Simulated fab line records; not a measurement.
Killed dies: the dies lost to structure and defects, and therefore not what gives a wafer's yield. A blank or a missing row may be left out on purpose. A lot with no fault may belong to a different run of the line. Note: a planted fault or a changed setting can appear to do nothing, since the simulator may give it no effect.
Struck lot and sound lot, side by side / flow n5Finfet / 28 steps out of a route of 1938
Sound: the wafers L563.4, L563.5, L563.6. Struck: wafers L574.4, L574.5, L574.6. The cause is given at the end.
For every step that has rows: the tool of each side, followed by ch and its chambers, followed by its first start. Under that, the readings that differ: sound wafers / struck wafers / difference of the means / sigmas: that difference in standard deviations of wafers without a fault.
alike: same words and numbers on both sides, and readings whose means sit less than 2 such deviations apart. not compared: any withheld reading, any reading some wafer has no value for, any bound like >300 that may hide the same value, and any number with overlapping values for which the record gives no deviation.
A row with sigmas, a row that says differs or no value, or rows on one side alone: a step with any of these is where the two part. Numbers that don't overlap but have no deviation are shown without sigmas and don't part them. A reading that every wafer of one side lacks parts them only if that side has two wafers or more.

first, 1 step without rows for these wafers: N5_GATE_CUT_ETCHBACK_30 (etches TiN in Cl2/Ar, target depth 3 nm).
N5_GATE_CUT_VAPOR_ETCH_60: etches HfO2 in BCl3/Cl2.
  sound on rieMetal-03 ch 0,1, day 5 15:01; struck on rieMetal-01 ch 0,1, day 8 18:15
reading=drypumpMotorCurrentA (A); sound=6.4 6.1 6.4; struck=5.5 5.5 5.7; difference=-0.7; sigmas=-2
  alike: oesProductAu
then, 4 steps without rows for these wafers: N5_GATE_CUT_ETCH_58 (etches SiNx in CH3F/O2, target depth 17 nm, time 128.6 s); N5_GATE_CUT_STRIP_59 (strips in N2/H2, time 20 s); N5_GATE_CUT_PRECLEAN_31 (cleans in DIW, time 300 s); N5_GATE_CUT_SRD_32 (time 30 s).
N5_GATE_CUT_SAC_CAP_01: material SiNx, target thk 24 nm, pulse time 1 s, ald cycles 480.
  sound on aldSin-04 ch 0,3, day 5 15:29; struck on aldSin-03 ch 1,2, day 8 19:26
  alike: chamberPressureTorr, heaterPowerW, precursorPulseHeightRel
N5_GATE_CUT_PECVD_57: deposits SiNx from SiH4/NH3/N2, target thk 21 nm.
  sound on pecvd-04 ch 0,1,2, day 5 17:43; struck on pecvd-02 ch 0,1,2, day 8 21:40
  alike: chamberPressureTorr, heaterPowerW, showerheadPlenumPTorr, throttleValvePct
then, 3 steps without rows for these wafers: N5_GATE_CUT_CMP_02 (polishes, stops on SiO2, t overpolish 12.7 s, target thk 0 nm); N5_GATE_CUT_HM_DEP_46 (deposits SiO2 from TEOS/O2, target thk 130 nm, time 26.6 s); N5_GATE_CUT_COAT_34 (time 60 s, resist thk 60 nm).
N5_GATE_CUT_COAT_35: time 60 s, resist thk 10 nm.
  sound on lithoTrack-03 ch 0, day 5 18:10; struck on lithoTrack-03 ch 0, day 8 22:07
reading=spinSpeedRpm (rpm); sound=1500.8 1501.6 1499.4; struck=1347.6 1349.5 1349.2; difference=-151.8; sigmas=-99 or more
reading=model.SiARC_of_GATE_CUT_COAT_35.thkNm (nm); sound=10 10 10; struck=10.6 10.6 10.6; difference=+0.6; sigmas=
  alike: exhaustPa
then, 7 steps without rows for these wafers: N5_GATE_CUT_COAT_27 (time 60 s, resist thk 10 nm); N5_GATE_CUT_COAT_07 (resist thk 30 nm); N5_GATE_CUT_EBR_09; N5_GATE_CUT_SOFTBAKE_08 (time 60 s); N5_GATE_CUT_EXPOSE_10 (exposes mask GATE CUT, target cd 20 nm); N5_GATE_CUT_PEB_11 (peb time 60 s); N5_GATE_CUT_DEVELOP_12 (develop time 30 s).
N5_GATE_CUT_CD_MEAS_13: target cd 20 nm.
  sound on cdSem-01 ch 0, day 5 18:26; struck on cdSem-01 ch 0, day 8 22:23
  alike: cdNm
N5_GATE_CUT_OVL_MEAS_14:
  sound on overlay-02 ch 0, day 5 18:28; struck on overlay-02 ch 0, day 8 22:26
  alike: GATE_CUT_OVL
N5_GATE_CUT_INSPECT_15: inspects for defects (brightfield).
  sound on defectInspect-02 at day 5 18:31; struck on defectInspect-02 at day 8 22:28
  alike: rawDefectCount
N5_GATE_CUT_DESCUM_18: chemistry O2, time 7 s.
  sound on rieDiel-02 ch 1,2,3, day 5 19:07; struck on rieDiel-02 ch 2,3, day 8 22:30
  alike: biasPowerW, drypumpMotorCurrentA, oesProductAu, rfVppV, showerheadPlenumPTorr, throttleValvePct
  not compared: rfHoursCounterH
N5_GATE_CUT_ETCH_28: etches underlayer in N2/H2, target depth 13 nm, time 10.4 s.
  sound on rieDiel-02 ch 1,2,3, day 5 19:08; struck on rieDiel-02 ch 2,3, day 8 22:32
  alike: drypumpMotorCurrentA, etchRfOnTimeS, oesProductAu, rfVppV, showerheadPlenumPTorr, throttleValvePct
  not compared: rfHoursCounterH
N5_GATE_CUT_ETCH_36: etches SiARC in CF4, target depth 13 nm, time 21.7 s.
  sound on rieDiel-02 ch 1,2,3, day 5 19:10; struck on rieDiel-02 ch 2,3, day 8 22:34
reading=model.etch.depthNm (nm); sound=10.04 10.04 10.04; struck=10.55 10.56 10.57; difference=+0.52; sigmas=
reading=model.CAR-EUV_of_GATE_CUT_COAT_07.thkNm (nm); sound=6.8 6.8 6.8; struck=6.6 6.4 6.6; difference=-0.3; sigmas=
  alike: drypumpMotorCurrentA, etchRfOnTimeS, oesProductAu, rfVppV, showerheadPlenumPTorr, throttleValvePct
  not compared: rfHoursCounterH
N5_GATE_CUT_ETCH_37: etches SOC in N2/H2, target depth 60 nm, overetch 12 nm, time 90 s.
  sound on rieDiel-02 ch 1,2,3, day 5 19:11; struck on rieDiel-02 ch 2,3, day 8 22:35
reading=model.SiARC_of_GATE_CUT_COAT_35.thkNm (nm); sound=6 6.2 6; struck=6.6 6.8 6.6; difference=+0.6; sigmas=
  alike: drypumpMotorCurrentA, oesProductAu, rfVppV, showerheadPlenumPTorr, throttleValvePct
  not compared: rfHoursCounterH
then, 1 step without rows for these wafers: N5_GATE_CUT_STRIP_38 (strips in N2/H2).
-- record jumps: 8 days separate the struck wafers' starts on either side; left off in module GATE_CUT, taken up again in module PASSIVATION, whose first shown step is the route's number 1936 --
N5_PASSIVATION_PROBE_49:
  the record has rows for the struck wafers here (prober-01, day 16 19:58) and none for the sound ones

## WHERE THEY PART
Earliest at N5_GATE_CUT_VAPOR_ETCH_60; latest, in this record, at N5_PASSIVATION_PROBE_49.

WHY: the cause the simulator had injected
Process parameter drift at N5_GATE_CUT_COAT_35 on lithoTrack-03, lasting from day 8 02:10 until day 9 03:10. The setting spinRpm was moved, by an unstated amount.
